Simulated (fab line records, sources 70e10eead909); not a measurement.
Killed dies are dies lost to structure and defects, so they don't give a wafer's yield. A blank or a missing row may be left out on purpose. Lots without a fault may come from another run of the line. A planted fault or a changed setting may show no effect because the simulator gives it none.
Chamber matching | flow nand_harc | NHARC_P_ZERO_WELL_ETCH_65 on rie_diel-08: 4 sister chambers
The step etches the open film in N2/H2, target depth 80 nm, overetch 24 nm, time 87.88 s. 16 wafers are shown with their chamber, then 8 later ones without.

WAFERS WITH THEIR CHAMBER
wafer  | chamber | rf_vpp_V (V) | oes_product_au (a.u.) | throttle_valve_pct (%)
L076.1 | 0       | 427.6        | 1.006                 | 14.171
L076.2 | 1       | 426.6        | 1.014                 | 14.171
L076.3 | 3       | 430.3        | 0.994                 | 14.166
L077.2 | 2       | 428.5        | 1.004                 | 14.176
L077.3 | 0       | 427.9        | 0.995                 | 14.170
L077.5 | 1       | 427.9        | 1.005                 | 14.171
L078.2 | 3       | 430.0        | 0.998                 | 14.162
L078.4 | 0       | 426.1        | 0.994                 | 14.166
L078.5 | 1       | 427.3        | 1.025                 | 14.176
L080.1 | 3       | 430.8        | 0.997                 | 14.174
L080.2 | 1       | 427.8        | 1.021                 | 14.157
L080.4 | 2       | 430.6        | 1.008                 | 14.182
L084.4 | 2       | 429.8        | 0.999                 | 14.167
L084.5 | 3       | 430.8        | 0.994                 | 14.164
L084.6 | 2       | 427.6        | 0.991                 | 14.170
L088.3 | 2       | 428.2        | 0.998                 | 14.165

SIGNATURES (means of the wafers above)
reading            | chamber 0 | chamber 1 | chamber 2 | chamber 3 | scatter within a chamber
rf_vpp_V           | 427.200   | 427.400   | 428.940   | 430.475   | 0.886
oes_product_au     | 0.99833   | 1.01625   | 1.00000   | 0.99575   | 0.00644
throttle_valve_pct | 14.16900  | 14.16875  | 14.17200  | 14.16650  | 0.0064
Rule: a wafer's distance from a chamber is the root of the sum, over the readings, of the square of ((its reading less the chamber's mean) divided by the reading's scatter). The wafer belongs to the nearest chamber; if the next one is less than 2 further off, it can't be placed. The scatter: the root of (the sum of the squares of (reading less its chamber's mean) over the shown wafers, divided by (wafers less chambers)).

WAFERS WITHOUT THEIR CHAMBER
wafer  | rf_vpp_V (V) | oes_product_au (a.u.) | throttle_valve_pct (%)
L088.5 | 428.9        | 1.000                 | 14.158
L088.6 | 429.5        | 1.005                 | 14.161
L090.1 | 428.4        | 1.016                 | 14.172
L090.4 | 429.5        | 1.006                 | 14.160
L090.5 | 429.1        | 1.006                 | 14.146
L097.1 | 430.5        | 0.987                 | 14.150
L097.2 | 428.5        | 1.006                 | 14.178
L097.3 | 428.7        | 0.996                 | 14.185

WHICH CHAMBER EACH WENT THROUGH
wafer  | from the rows above               | in truth
L088.5 | can't be placed: 2 or 3 or 0 or 1 | 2
L088.6 | can't be placed: 2 or 3 or 0 or 1 | 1
L090.1 | can't be placed: 1 or 2 or 0      | 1
L090.4 | can't be placed: 3 or 2 or 1 or 0 | 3
L090.5 | can't be placed: 3 or 2 or 1 or 0 | 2
L097.1 | can't be placed: 3 or 2           | 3
L097.2 | can't be placed: 2 or 0 or 1 or 3 | 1
L097.3 | can't be placed: 2 or 0 or 3      | 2
Placed correctly: 0 of 8. Can't be placed from these rows: 8 (the true chamber is among the candidates in 8). Placed wrongly: 0.
